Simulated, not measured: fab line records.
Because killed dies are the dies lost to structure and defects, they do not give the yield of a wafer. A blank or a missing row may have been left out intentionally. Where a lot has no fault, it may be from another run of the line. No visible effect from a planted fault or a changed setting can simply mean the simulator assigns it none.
8D (eight disciplines) problem report, filled in by code + flow n5Finfet + the parts of the form that need people (team, actions taken, sign-off) are left out

== 1. PROBLEM STATEMENT ==
At N5_WELL_APT_RTA_34, lamp_zone_1_pct averages 13.28 % over 4 wafers from 3 lots, while fault-free wafers read 13.00 %, standard deviation 0.033. Measured from the usual mean, that is +8.4 standard deviations.
The step: time 10 s.
Earliest sighting: wafer L542.3 on rtpAnneal-01 at day 2 10:06. The record has a number at this step for 28 wafers belonging to 11 lots. The rule behind "out" and "out of limits": a value lying over 4 standard deviations away from the usual mean. All remaining wafers that have a number are taken as sound.

== 2. WHAT IT IS, WHAT IT ISN'T ==
| question                    | is                                                                                                                    | is not                                                                                             |
|-----------------------------|-----------------------------------------------------------------------------------------------------------------------|----------------------------------------------------------------------------------------------------|
| which readings at this step | lamp_zone_1_pct, lamp_zone_2_pct, lamp_zone_3_pct, lamp_zone_4_pct, lamp_zone_5_pct, lamp_zone_6_pct, lamp_zone_7_pct | wafer_temp_C_max                                                                                   |
| which lots                  | L542, L544, L548                                                                                                      | L539, L540, L541, L557, L558, L560, L561, L562                                                     |
| which wafers of those lots  | L542.3, L544.3, L548.3, L548.6                                                                                        | L542.4, L542.5, L544.4                                                                             |
| read on which tools         | rtpAnneal-01                                                                                                          | rtpAnneal-02                                                                                       |
| when                        | from day 2 10:06                                                                                                      | up to then (11 sound wafers); but 13 sound wafers of L544, L557, L558, L560, L561, L562 came after |

== 3. THE SUSPECTS, EACH WITH WHAT RULES IT OUT ==
Counting: any tool at a process step up to the reading remains a suspect provided it ran every lot that is out. Sound lots after the first of them don't rule it out here, since some wafers of a struck lot are sound.
- rtpAnneal-01 at N5_WELL_APT_RTA_34 (time 10 s): kept. It ran every lot that is out, first L542 (day 2 10:06); its last sound lot up to then is L540 (day 1 22:03). On those wafers its own readings are out: lamp_zone_1_pct, lamp_zone_2_pct, lamp_zone_3_pct, lamp_zone_4_pct, lamp_zone_5_pct, lamp_zone_6_pct, lamp_zone_7_pct.
After counting, what remains is rtpAnneal-01 at N5_WELL_APT_RTA_34.

== 4. THE CAUSE (what the simulator had put in) ==
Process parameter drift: rtpAnneal-01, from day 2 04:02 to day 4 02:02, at N5_WELL_APT_RTA_34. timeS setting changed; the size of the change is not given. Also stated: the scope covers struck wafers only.
This tool alone remained once counting was done.

== 5. THE CHAIN OF EFFECTS, in route order ==
Rows list readings where the struck wafers' mean (over those with a number) sits beyond 3 standard deviations from the usual. Readings are gone through only where the record gives a usual standard deviation; hours: the median, over the lots, of the time from a lot's start at the first step in this table giving one to that lot's start at this step; sigmas: the change measured in usual standard deviations.
| hours | step               | reading         | usual    | on struck wafers | change | sigmas |
|-------|--------------------|-----------------|----------|------------------|--------|--------|
| 0     | N5_WELL_APT_RTA_34 | lampPowerPct    | 13.01 %  | 13.25            | +0.24  | +5.2   |
| 0     | N5_WELL_APT_RTA_34 | lamp_zone_1_pct | 13.00 %  | 13.28            | +0.28  | +8.4   |
| 0     | N5_WELL_APT_RTA_34 | lamp_zone_2_pct | 12.99 %  | 13.25            | +0.26  | +7.6   |
| 0     | N5_WELL_APT_RTA_34 | lamp_zone_3_pct | 12.99 %  | 13.23            | +0.24  | +7.7   |
| 0     | N5_WELL_APT_RTA_34 | lamp_zone_4_pct | 12.99 %  | 13.23            | +0.24  | +7.7   |
| 0     | N5_WELL_APT_RTA_34 | lamp_zone_5_pct | 12.99 %  | 13.23            | +0.24  | +7.7   |
| 0     | N5_WELL_APT_RTA_34 | lamp_zone_6_pct | 12.93 %  | 13.17            | +0.24  | +7.4   |
| 0     | N5_WELL_APT_RTA_34 | lamp_zone_7_pct | 13.424 % | 13.678           | +0.254 | +8.8   |
Process steps it contains:
- N5_WELL_APT_RTA_34: time 10 s.
Later measuring or inspecting steps at which every struck wafer that the step has a row for has a number for every such reading, and none has moved that far: N5_BEOL_M4_RC_MEAS_101.

== 6. HOW IT WOULD HAVE BEEN CAUGHT EARLIER ==
In this record no reading fell out of limits until day 2 10:06, 6 hours after the fault had begun at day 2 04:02.
